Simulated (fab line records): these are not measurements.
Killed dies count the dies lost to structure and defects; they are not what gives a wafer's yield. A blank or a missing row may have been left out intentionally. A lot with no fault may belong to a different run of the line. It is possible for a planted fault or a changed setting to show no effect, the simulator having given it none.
Which of the tools did it? -- flow n5 finfet -- Sampling: 9 lots, 26 wafers, 5 of 1938 route steps

## WHAT THE GAUGES READ, wafer by wafer
N5_STI_FIN_REVEAL_CD_MEAS_22: target cd 6.238 nm, pitch 28 nm. Usual: cd nm at 6.15 nm, with a standard deviation of 0.25.
lot,measured,on,cd nm (nm),flag
L100,day 3 07:29,cd sem-01,5.65 6.34 6.39,
L103,day 4 01:24,cd sem-01,5.48 6.13,
L105,day 4 12:36,cd sem-03,5.66 6.18 6.13,
L108,day 5 09:58,cd sem-01,6.45 6.11 5.94,
L114,day 6 21:08,cd sem-01,6.51 6.36 6.39,
L115,day 7 03:01,cd sem-02,6.05 6.40 5.95,
L117,day 7 12:01,cd sem-01,5.93 5.85 6.20,
L119,day 8 00:54,cd sem-01,6.08 6.29 5.86,
L120,day 8 07:38,cd sem-01,5.94 6.48 6.13,

N5_BEOL_M4_RC_MEAS_101. Usual: DIBL_N 35.3 mV/V, standard deviation 1.8; DIBL_P 35.2 mV/V, standard deviation 2.2; IOFF_N 0.144 nA/um, standard deviation 0.029; IOFF_P 0.19 nA/um, standard deviation 0.031; ION_N 670 uA/um, standard deviation 12; ION_P 460 uA/um, standard deviation 7.6; SS_N 71.2 mV/dec, standard deviation 0.62; SS_P 73.0 mV/dec, standard deviation 0.69; VT_N 251 mV, standard deviation 3.4; VT_P -251.4 mV, standard deviation 2.6.
lot,measured,on,DIBL_N (mV/V),DIBL_P (mV/V),IOFF_N (nA/um),IOFF_P (nA/um),ION_N (uA/um),ION_P (uA/um),SS_N (mV/dec),SS_P (mV/dec),VT_N (mV),VT_P (mV),flag
L100,day 9 22:12,prober-02,34.0 36.4 33.7,33.6 36.8 32.6,0.122 0.160 0.119,0.19 0.25 0.18,665 681 662,463 473 459,71.0 71.7 69.9,72.7 73.3 72.2,252 249 253,-251.3 -247.2 -250.4,
L103,day 10 21:05,prober-01,29.2 34.0,27.8 34.2,0.072 0.124,0.10 0.16,628 651,436 449,69.8 71.8,72.0 73.0,263 255,-260.2 -253.9,
L105,day 10 22:10,prober-02,31.7 35.2 35.5,32.1 36.9 36.9,0.103 0.156 0.157,0.14 0.21 0.20,658 673 679,455 461 462,70.2 71.4 71.3,72.0 73.1 73.4,257 251 249,-255.7 -253.1 -249.9,
L108,day 11 05:44,prober-02,36.4 37.2 35.8,34.6 36.3 34.6,0.139 0.151 0.131,0.20 0.22 0.19,660 668 674,456 464 464,70.8 71.5 71.6,72.9 73.7 72.4,252 251 252,-251.3 -249.3 -250.5,
L114,day 12 17:07,prober-01,35.2 33.5 33.7,37.0 35.2 36.4,0.166 0.137 0.148,0.22 0.18 0.20,679 678 678,457 461 467,72.0 70.9 70.8,74.0 72.5 73.4,247 252 249,-252.0 -254.6 -253.4,
L115,day 13 18:06,prober-01,36.0 35.0 32.7,34.9 34.2 31.9,0.143 0.130 0.108,0.19 0.18 0.16,659 673 665,456 465 467,71.5 70.1 70.4,72.6 72.3 72.3,254 251 252,-249.3 -252.6 -250.9,
L117,day 13 21:32,prober-02,34.2 32.6 33.4,33.7 31.2 32.4,0.142 0.108 0.120,0.19 0.16 0.18,685 667 684,470 460 474,70.9 71.0 70.9,72.6 72.6 72.9,250 253 254,-249.0 -253.1 -249.8,
L119,day 14 12:19,prober-01,35.8 37.0 33.9,35.3 37.5 33.2,0.138 0.159 0.114,0.20 0.23 0.16,668 661 651,456 460 450,71.2 71.6 70.2,73.1 72.8 72.4,250 250 254,-249.3 -248.0 -253.4,
L120,day 15 05:55,prober-01,35.6 40.4 37.9,34.8 40.9 37.7,0.137 0.234 0.171,0.18 0.28 0.23,667 680 670,456 461 460,71.4 73.2 72.4,73.4 74.8 74.4,254 244 247,-254.8 -247.3 -250.3,

## WHICH TOOL RAN EACH LOT (tool, then ch and the chambers of the sampled wafers, then the start)
lot,N5_FIN_CUT_CUT_ETCH_15,N5_STI_FIN_REVEAL_ETCHBACK_08,N5_DUMMY_GATE_ALD_02
L100,"rie si-02 ch 0,1, day 2 22:37","rie diel-04 ch 0,3, day 3 04:34","ald sin-03 ch 0,1,3, day 3 07:42"
L103,"rie si-01 ch 0, day 3 15:46","rie diel-03 ch 1,3, day 3 22:29","ald sin-04 ch 0,2, day 4 01:37"
L105,"rie si-04 ch 0,1,3, day 4 03:28","rie diel-04 ch 1,3, day 4 09:41","ald sin-02 ch 0,2,3, day 4 12:49"
L108,"rie si-02 ch 0,1, day 4 23:40","rie diel-03 ch 0,1,3, day 5 07:02","ald sin-02 ch 0,1, day 5 10:10"
L114,"rie si-04 ch 0,1, day 6 12:01","rie diel-05 ch 0,2,3, day 6 18:12","ald sin-03 ch 0,2, day 6 21:20"
L115,"rie si-01 ch 0,2,3, day 6 16:01","rie diel-04 ch 0,2,3, day 6 22:30","ald sin-02 ch 1,2,3, day 7 03:14"
L117,"rie si-04 ch 1,2,3, day 7 02:46","rie diel-04 ch 0,2, day 7 09:02","ald sin-02 ch 1,2,3, day 7 12:14"
L119,"rie si-01 ch 0,1,2, day 7 15:58","rie diel-03 ch 0,2,3, day 7 21:59","ald sin-03 ch 1,2,3, day 8 01:42"
L120,"rie si-02 ch 1,2,3, day 7 22:32","rie diel-03 ch 0,3, day 8 04:40","ald sin-03 ch 1,2,3, day 8 07:51"
- N5_FIN_CUT_CUT_ETCH_15: etches Si in HBr/Cl2/O2, target depth 100 nm, bt time 10 s, time 42.4 s.
- N5_STI_FIN_REVEAL_ETCHBACK_08: etches SiO2 in C4F6/O2, target depth 30.5 nm, time 10.167 s.
- N5_DUMMY_GATE_ALD_02: deposits SiO2, target thk 2 nm, pulse time 1 s.

## WHAT THE TOOLS THEMSELVES READ (means of the sampled wafers that have a number; where no wafer has one, the mark that the record gives instead)
N5_FIN_CUT_CUT_ETCH_15. Usual: drypump motor current A 5.5 A, standard deviation 0.43; oes product au 1.000 a.u., standard deviation 0.017; throttle valve pct 37.28 %, standard deviation 0.23.
lot,tool,drypump motor current A (A),oes product au (a.u.),throttle valve pct (%),flag
L100,rie si-02,5.4,1.007,37.25,
L103,rie si-01,5.2,0.988,37.20,
L105,rie si-04,5.5,0.995,37.30,
L108,rie si-02,5.3,1.005,37.25,
L114,rie si-04,5.6,0.987,37.12,
L115,rie si-01,5.4,0.993,37.26,
L117,rie si-04,5.6,1.002,37.26,
L119,rie si-01,5.5,0.992,37.11,
L120,rie si-02,5.6,1.017,37.42,

N5_STI_FIN_REVEAL_ETCHBACK_08. Usual: C4F6_flow_sccm 9.999 sccm, standard deviation 0.028; drypump motor current A 5.8 A, standard deviation 0.37; oes_ar_750_au 0.76 a.u., standard deviation 0.09; oes product au 0.76 a.u., standard deviation 0.096; rf fwd power W 341.2 W, standard deviation 1.5; rf vpp V 669 V, standard deviation 8.5; showerhead plenum p Torr 2.82 Torr, standard deviation 0.12; throttle valve pct 21.33 %, standard deviation 0.19.
lot,tool,C4F6_flow_sccm (sccm),drypump motor current A (A),oes_ar_750_au (a.u.),oes product au (a.u.),rf fwd power W (W),rf vpp V (V),showerhead plenum p Torr (Torr),throttle valve pct (%),flag
L100,rie diel-04,10.003,6.4,0.72,0.72,341.6,663,2.78,21.63,
L103,rie diel-03,9.993,5.7,0.70,0.70,341.6,666,2.94,21.20,
L105,rie diel-04,10.015,6.1,0.69,0.70,341.6,669,2.80,21.27,
L108,rie diel-03,10.005,5.7,0.71,0.71,340.8,671,2.83,21.23,
L114,rie diel-05,9.987,5.4,0.79,0.79,341.3,666,2.82,21.33,
L115,rie diel-04,9.998,6.2,0.83,0.84,341.1,668,2.88,21.44,
L117,rie diel-04,9.994,6.0,0.89,0.91,339.9,671,2.87,21.32,
L119,rie diel-03,10.002,5.6,0.72,0.71,340.8,674,2.81,21.30,
L120,rie diel-03,10.012,5.6,0.72,0.72,341.2,680,2.72,21.29,

N5_DUMMY_GATE_ALD_02. Usual: heater power w 496 W, standard deviation 30; precursor pulse height rel 1.001, standard deviation 0.019; susceptor temp C 299.98 C, standard deviation 0.17.
lot,tool,heater power w (W),precursor pulse height rel,susceptor temp C (C),flag
L100,ald sin-03,482,1.031,299.96,
L103,ald sin-04,521,1.014,299.88,
L105,ald sin-02,462,1.018,300.04,
L108,ald sin-02,458,1.016,300.03,
L114,ald sin-03,509,1.005,300.19,
L115,ald sin-02,480,1.000,297.16,OFF
L117,ald sin-02,477,1.007,297.21,OFF
L119,ald sin-03,494,1.010,300.04,
L120,ald sin-03,496,1.012,299.95,

## THE ANSWER, worked out from the rows above alone
Rule: take the mean of a lot's wafers that have a number; if it is more than 3 standard deviations from the usual mean, the lot is off. Also off: a lot with no number at a reading for which 4 or more lots have one. All remaining lots with rows at the step are treated as sound. Order of review: gauges by route order, followed by the tools' own readings, for which a lot's mean as printed above is used. At the first step where some lot is off, the reading lying furthest off is the one used; lots without a number count as furthest.
Off, at N5_DUMMY_GATE_ALD_02 on susceptor temp C: L115, L117.
A tool fits if, at that step or a process step before it, it ran every lot that is off, and no sound lot after the first of them. This does not decide it: 2 tools fit, namely rie diel-04 at N5_STI_FIN_REVEAL_ETCHBACK_08 and ald sin-02 at N5_DUMMY_GATE_ALD_02.

## WHAT THE SIMULATOR PUT IN
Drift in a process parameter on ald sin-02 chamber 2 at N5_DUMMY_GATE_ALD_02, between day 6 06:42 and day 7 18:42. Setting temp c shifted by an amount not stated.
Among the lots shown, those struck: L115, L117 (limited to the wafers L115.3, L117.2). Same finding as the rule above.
